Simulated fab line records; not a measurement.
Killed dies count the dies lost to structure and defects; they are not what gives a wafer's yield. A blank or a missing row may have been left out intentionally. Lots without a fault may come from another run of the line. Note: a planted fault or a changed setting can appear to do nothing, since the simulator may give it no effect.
Lot-split experiment + flow n5 finfet + 7 lots, 21 wafers read, on a route of 1938 steps

SPLIT DETAILS
At N5_BEOL_M10_COAT_05 (resist thk 90 nm), the setting spin rpm was moved away from the recipe's 1500 rpm on 6 of the 21 wafers read, by -6.9% to +9.7%. The other wafers ran this setting at the recipe's value.

FROM THE SPLIT TO THE READING: what the file shows between them, 3 steps
- N5_BEOL_M10_EBR_07
- N5_BEOL_M10_SOFTBAKE_06: time 60 s
- N5_BEOL_M10_DESCUM_16: chemistry O2, time 7.9 s

THE READING
CAR-ArF_of_BEOL_M10_COAT_05.thk nm (the simulator's own value, which no gauge read), in nm, at N5_BEOL_M10_ETCH_61 (etches SiARC in CF4, target depth 39 nm, time 65 s). The file gives no usual value for it. Here, 15 wafers ran the recipe; their average is 55.5 nm with a standard deviation of 0.34 nm.

| wafer  | tool, chamber at the split | spin rpm as run, rpm | against the recipe | CAR-ArF_of_BEOL_M10_COAT_05.thk nm, nm | against lot-mates on the recipe |
|--------|----------------------------|----------------------|--------------------|----------------------------------------|---------------------------------|
| L076.1 | litho track-01, 0          | 1500                 | recipe             | 55.8                                   | -                               |
| L076.2 | litho track-01, 0          | 1500                 | recipe             | 55.8                                   | -                               |
| L076.4 | litho track-01, 0          | 1500                 | recipe             | 56                                     | -                               |
| L079.2 | litho track-02, 0          | 1500                 | recipe             | 55.6                                   | -                               |
| L079.6 | litho track-02, 0          | 1500                 | recipe             | 55.6                                   | -                               |
| L079.5 | litho track-02, 0          | 1500                 | recipe             | 55.8                                   | -                               |
| L080.1 | litho track-04, 0          | 1605                 | +7.0%              | 52.6                                   | -2.8                            |
| L080.4 | litho track-04, 0          | 1605                 | +7.0%              | 52.4                                   | -3.0                            |
| L080.6 | litho track-04, 0          | 1500                 | recipe             | 55.4                                   | -                               |
| L092.4 | litho track-04, 0          | 1500                 | recipe             | 55                                     | -                               |
| L092.5 | litho track-04, 0          | 1500                 | recipe             | 55.4                                   | -                               |
| L092.6 | litho track-04, 0          | 1397                 | -6.9%              | 58.6                                   | +3.4                            |
| L093.2 | litho track-01, 0          | 1441                 | -3.9%              | 57.6                                   | +1.8                            |
| L093.3 | litho track-01, 0          | 1441                 | -3.9%              | 57.6                                   | +1.8                            |
| L093.4 | litho track-01, 0          | 1500                 | recipe             | 55.8                                   | -                               |
| L094.4 | litho track-04, 0          | 1500                 | recipe             | 55                                     | -                               |
| L094.5 | litho track-04, 0          | 1500                 | recipe             | 55                                     | -                               |
| L094.6 | litho track-04, 0          | 1500                 | recipe             | 55                                     | -                               |
| L096.1 | litho track-04, 0          | 1500                 | recipe             | 55.4                                   | -                               |
| L096.2 | litho track-04, 0          | 1500                 | recipe             | 55.2                                   | -                               |
| L096.4 | litho track-04, 0          | 1646                 | +9.7%              | 51.4                                   | -3.9                            |

THE FIT
A straight line over all 21 wafers: CAR-ArF_of_BEOL_M10_COAT_05.thk nm changes by -0.443 nm for each +1% of spin rpm; r = -0.98; the points scatter about the line by 0.33 nm.
The same after taking each lot's own level away (the mean of its wafers on the recipe; 21 wafers): -0.43 nm for each +1%; r = -1.00; scatter 0.15 nm.
On that fit, the largest move of spin rpm shifts the reading by 4.2 nm.
The lots' own levels span 55.00 to 55.87 nm, that is 2.6 times the standard deviation above.
Consequently the slope shifts little with the lot-to-lot level, the two slopes agreeing.
Check: with one of the wafers moved furthest among these (+9.7%) left out of the fit, the line predicts -4.27 nm for it against its lot-mates. Against them it came out at -3.9 nm.

FURTHER SPLITS ON THESE WAFERS
Other splits were also applied to these wafers ahead of the reading. Each is held against what the fit with the lots' levels taken away leaves over:
| other split on the same wafers    | wafers away from the commonest value | r with CAR-ArF_of_BEOL_M10_COAT_05.thk nm (lot level and that fit taken away) |
|-----------------------------------|--------------------------------------|-------------------------------------------------------------------------------|
| N5_BEOL_M9_HM_DEP_02 target thk a | 8                                    | -0.04                                                                         |
| N5_BEOL_M10_ILD_DEP_00 time s     | 4                                    | +0.51                                                                         |

THE WHOLE CHAIN: every reading that the file lists as answering this split, in the file's order
| step                | what it does                                       | reading                                                                             | change (the file's fit)               | r (the file's) |
|---------------------|----------------------------------------------------|-------------------------------------------------------------------------------------|---------------------------------------|----------------|
| N5_BEOL_M10_COAT_05 | resist thk 90 nm                                   | CAR-ArF_of_BEOL_M10_COAT_05.thk nm (the simulator's own value, which no gauge read) | -0.421 nm for each +1% of the setting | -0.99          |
| N5_BEOL_M10_ETCH_61 | etches SiARC in CF4, target depth 39 nm, time 65 s | CAR-ArF_of_BEOL_M10_COAT_05.thk nm (the simulator's own value, which no gauge read) | -0.43 nm for each +1% of the setting  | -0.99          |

FILE'S OWN FIT
CAR-ArF_of_BEOL_M10_COAT_05.thk nm changes by -0.43 nm for each +1% of spin rpm, r = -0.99.
